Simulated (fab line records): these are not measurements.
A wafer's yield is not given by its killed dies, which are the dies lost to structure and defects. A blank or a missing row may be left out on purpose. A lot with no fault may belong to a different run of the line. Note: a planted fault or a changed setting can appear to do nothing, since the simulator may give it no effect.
Split-lot experiment / flow n5_finfet / 21 wafers read across 7 lots, on a route 1938 steps long

== THE SPLIT ITSELF ==
At N5_SD_EPI_N_ETCH_35 (etches SOC in N2/H2, overetch 108 nm, time 486 s), the setting source_w was moved away from the recipe's 3000 W on 10 of the 21 wafers read, by -16.2% to +7.3%. All remaining wafers had this setting at the recipe value.

The reading comes from the split's own step.

== THE READING ==
rf_vpp_V, in V, at N5_SD_EPI_N_ETCH_35 (etches SOC in N2/H2, overetch 108 nm, time 486 s). On this fab line, fault-free wafers typically give 241.1 V with a standard deviation of 1.5 V.

wafer=L076.3; tool, chamber at the split=rie_diel-05, 3; source_w as run, W=3000; against the recipe=recipe; rf_vpp_V, V=241.9; against lot-mates on the recipe=-
wafer=L076.4; tool, chamber at the split=rie_diel-05, 0; source_w as run, W=3000; against the recipe=recipe; rf_vpp_V, V=241.2; against lot-mates on the recipe=-
wafer=L076.6; tool, chamber at the split=rie_diel-05, 3; source_w as run, W=3000; against the recipe=recipe; rf_vpp_V, V=241.8; against lot-mates on the recipe=-
wafer=L077.3; tool, chamber at the split=rie_diel-05, 2; source_w as run, W=2795; against the recipe=-6.8%; rf_vpp_V, V=247.3; against lot-mates on the recipe=no lot-mate on the recipe
wafer=L077.5; tool, chamber at the split=rie_diel-05, 2; source_w as run, W=2795; against the recipe=-6.8%; rf_vpp_V, V=248.1; against lot-mates on the recipe=no lot-mate on the recipe
wafer=L077.6; tool, chamber at the split=rie_diel-05, 3; source_w as run, W=2795; against the recipe=-6.8%; rf_vpp_V, V=247.6; against lot-mates on the recipe=no lot-mate on the recipe
wafer=L078.4; tool, chamber at the split=rie_diel-02, 1; source_w as run, W=3000; against the recipe=recipe; rf_vpp_V, V=242.1; against lot-mates on the recipe=-
wafer=L078.5; tool, chamber at the split=rie_diel-02, 0; source_w as run, W=3000; against the recipe=recipe; rf_vpp_V, V=240.3; against lot-mates on the recipe=-
wafer=L078.6; tool, chamber at the split=rie_diel-02, 3; source_w as run, W=3000; against the recipe=recipe; rf_vpp_V, V=239.4; against lot-mates on the recipe=-
wafer=L082.2; tool, chamber at the split=rie_diel-02, 2; source_w as run, W=3000; against the recipe=recipe; rf_vpp_V, V=243.6; against lot-mates on the recipe=-
wafer=L082.4; tool, chamber at the split=rie_diel-02, 3; source_w as run, W=2865; against the recipe=-4.5%; rf_vpp_V, V=243.4; against lot-mates on the recipe=+1.3
wafer=L082.6; tool, chamber at the split=rie_diel-02, 1; source_w as run, W=3000; against the recipe=recipe; rf_vpp_V, V=240.5; against lot-mates on the recipe=-
wafer=L083.3; tool, chamber at the split=rie_diel-05, 1; source_w as run, W=3000; against the recipe=recipe; rf_vpp_V, V=239.3; against lot-mates on the recipe=-
wafer=L083.5; tool, chamber at the split=rie_diel-05, 2; source_w as run, W=2557; against the recipe=-14.8%; rf_vpp_V, V=256.2; against lot-mates on the recipe=+16.9
wafer=L083.6; tool, chamber at the split=rie_diel-05, 3; source_w as run, W=2557; against the recipe=-14.8%; rf_vpp_V, V=255.3; against lot-mates on the recipe=+16.0
wafer=L090.3; tool, chamber at the split=rie_diel-04, 3; source_w as run, W=3220; against the recipe=+7.3%; rf_vpp_V, V=236.6; against lot-mates on the recipe=-1.9
wafer=L090.4; tool, chamber at the split=rie_diel-04, 0; source_w as run, W=3000; against the recipe=recipe; rf_vpp_V, V=238.5; against lot-mates on the recipe=-
wafer=L090.6; tool, chamber at the split=rie_diel-04, 3; source_w as run, W=3220; against the recipe=+7.3%; rf_vpp_V, V=236.4; against lot-mates on the recipe=-2.1
wafer=L094.2; tool, chamber at the split=rie_diel-05, 2; source_w as run, W=2515; against the recipe=-16.2%; rf_vpp_V, V=257.3; against lot-mates on the recipe=+15.3
wafer=L094.3; tool, chamber at the split=rie_diel-05, 0; source_w as run, W=3000; against the recipe=recipe; rf_vpp_V, V=242.0; against lot-mates on the recipe=-
wafer=L094.4; tool, chamber at the split=rie_diel-05, 2; source_w as run, W=2515; against the recipe=-16.2%; rf_vpp_V, V=258.6; against lot-mates on the recipe=+16.6

THE FIT
A straight line over all 21 wafers: rf_vpp_V changes by -0.955 V for each +1% of source_w; r = -0.98; the points scatter about the line by 1.5 V.
The same after taking each lot's own level away (the mean of its wafers on the recipe; 18 wafers): -0.915 V for each +1%; r = -0.96; scatter 2.1 V.
The reading moves by 15 V for the largest change in source_w, on that fit.
Across the lots, their own levels run from 238.50 to 242.05 V, a range of 2.4 times the standard deviation given above.
The two slopes agree, so the slope changes little with the lot-to-lot level.
Check: +15.7 V against its lot-mates is what the line predicts for one of the wafers moved furthest among these (-16.2%) when that wafer is left out of the fit. It came out at +15.3 V against them.
Tool readings at the split's step, against how far the setting was moved: rf_vpp_V r = -0.98.

== OTHER SPLITS APPLIED TO THESE WAFERS ==
These wafers also went through other splits before the reading. Each is held against what the fit with the lots' levels taken away leaves over:
other split on the same wafers=N5_WELL_APT_COAT_02 spin_rpm; wafers away from the commonest value=5; r with rf_vpp_V (lot level and that fit taken away)=-0.09
other split on the same wafers=N5_FIN_SAQP_PEB_14 peb_time_s; wafers away from the commonest value=6; r with rf_vpp_V (lot level and that fit taken away)=-0.20
other split on the same wafers=N5_FIN_SAQP_DEVELOP_15 develop_time_s; wafers away from the commonest value=8; r with rf_vpp_V (lot level and that fit taken away)=+0.27
other split on the same wafers=N5_FIN_SAQP_SPACER1_ALD_24 ald_cycles; wafers away from the commonest value=9; r with rf_vpp_V (lot level and that fit taken away)=+0.08
other split on the same wafers=N5_DUMMY_GATE_COAT_34 spin_rpm; wafers away from the commonest value=6; r with rf_vpp_V (lot level and that fit taken away)=-0.10
other split on the same wafers=N5_DUMMY_GATE_EXPOSE_12 dose_mj; wafers away from the commonest value=8; r with rf_vpp_V (lot level and that fit taken away)=-0.23
other split on the same wafers=N5_SD_EPI_N_COAT_03 spin_rpm; wafers away from the commonest value=9; r with rf_vpp_V (lot level and that fit taken away)=-0.39

== THE WHOLE CHAIN: every reading that the file lists as answering this split, in the file's order ==
step=N5_SD_EPI_N_ETCH_35; what it does=etches SOC in N2/H2, overetch 108 nm, time 486 s; reading=rf_vpp_V; change (the file's fit)=-0.944 V for each +1% of the setting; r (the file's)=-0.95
step=N5_SD_EPI_N_ETCH_35; what it does=etches SOC in N2/H2, overetch 108 nm, time 486 s; reading=SD_EPI_N.cd_nm (the simulator's own value, which no gauge read); change (the file's fit)=+0.151 nm for each +1% of the setting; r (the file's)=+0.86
step=N5_SD_EPI_N_ETCH_35; what it does=etches SOC in N2/H2, overetch 108 nm, time 486 s; reading=SiARC_of_SD_EPI_N_COAT_33.thk_nm (the simulator's own value, which no gauge read); change (the file's fit)=-0.123 nm for each +1% of the setting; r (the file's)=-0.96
step=N5_SD_EPI_N_ETCHBACK_44; what it does=etches SiNx in CH3F/O2, stops on SiO2, target depth 14.5 nm; reading=SiARC_of_SD_EPI_N_COAT_33.thk_nm (the simulator's own value, which no gauge read); change (the file's fit)=-0.13 nm for each +1% of the setting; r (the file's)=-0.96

== THE FILE'S OWN FIT ==
rf_vpp_V changes by -0.944 V for each +1% of source_w, r = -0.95.
